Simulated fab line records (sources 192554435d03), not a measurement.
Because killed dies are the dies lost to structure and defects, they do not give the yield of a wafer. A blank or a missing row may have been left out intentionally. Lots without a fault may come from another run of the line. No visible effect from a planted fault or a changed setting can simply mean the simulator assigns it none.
Matching of chambers	flow n5-finfet	4 sister chambers for N5_HKMG_FIN_PWFM_ALD_03 on ald-metal-02
The step deposits TiN, target thk 2 nm, pulse time 1 s, purge time 3 s. 14 wafers are shown with their chamber, then 7 later ones without.

## EACH WAFER AND ITS CHAMBER
wafer	chamber	heater-power-w (W)	precursor-pulse-height-rel
L100.1	1	909	0.990
L100.2	0	824	1.035
L100.4	2	954	1.008
L102.2	0	831	0.993
L102.3	3	962	0.971
L102.5	3	1008	0.983
L103.2	2	951	0.988
L103.5	2	977	1.011
L103.6	1	891	0.979
L104.1	2	948	1.004
L104.5	1	939	1.007
L104.6	0	817	0.988
L106.3	2	946	1.023
L106.4	3	976	1.014

SIGNATURES (averages over the wafers above)
reading	chamber 0	chamber 1	chamber 2	chamber 3	scatter within a chamber
heater-power-w	824.00	913.00	955.20	982.00	17.4
precursor-pulse-height-rel	1.00533	0.99200	1.00680	0.98933	0.0183
Rule: for a wafer and a chamber, the distance is found by dividing, reading by reading, the gap between the wafer's reading and the chamber's mean by the reading's scatter, squaring, summing and taking the root. The wafer belongs to the nearest chamber; if the next one is less than 2 further off, it can't be placed. The scatter: take each reading less its chamber's mean, square it, sum over the shown wafers, divide by the number of wafers less the number of chambers, and take the root.

## WAFERS WITH NO CHAMBER GIVEN
wafer	heater-power-w (W)	precursor-pulse-height-rel
L106.5	797	1.042
L117.2	921	0.978
L117.3	812	0.977
L117.5	827	1.002
L120.1	804	0.980
L120.4	909	1.030
L120.6	891	0.955

## CHAMBER TAKEN BY EACH
wafer	from the rows above	in truth
L106.5	0	0
L117.2	can't be placed: 1 or 2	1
L117.3	0	0
L117.5	0	0
L120.1	0	0
L120.4	can't be placed: 1 or 2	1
L120.6	1	1
Correctly placed: 5 of 7. From these rows, 2 cannot be placed; in 2 the true chamber is one of the candidates. 0 placed wrongly.
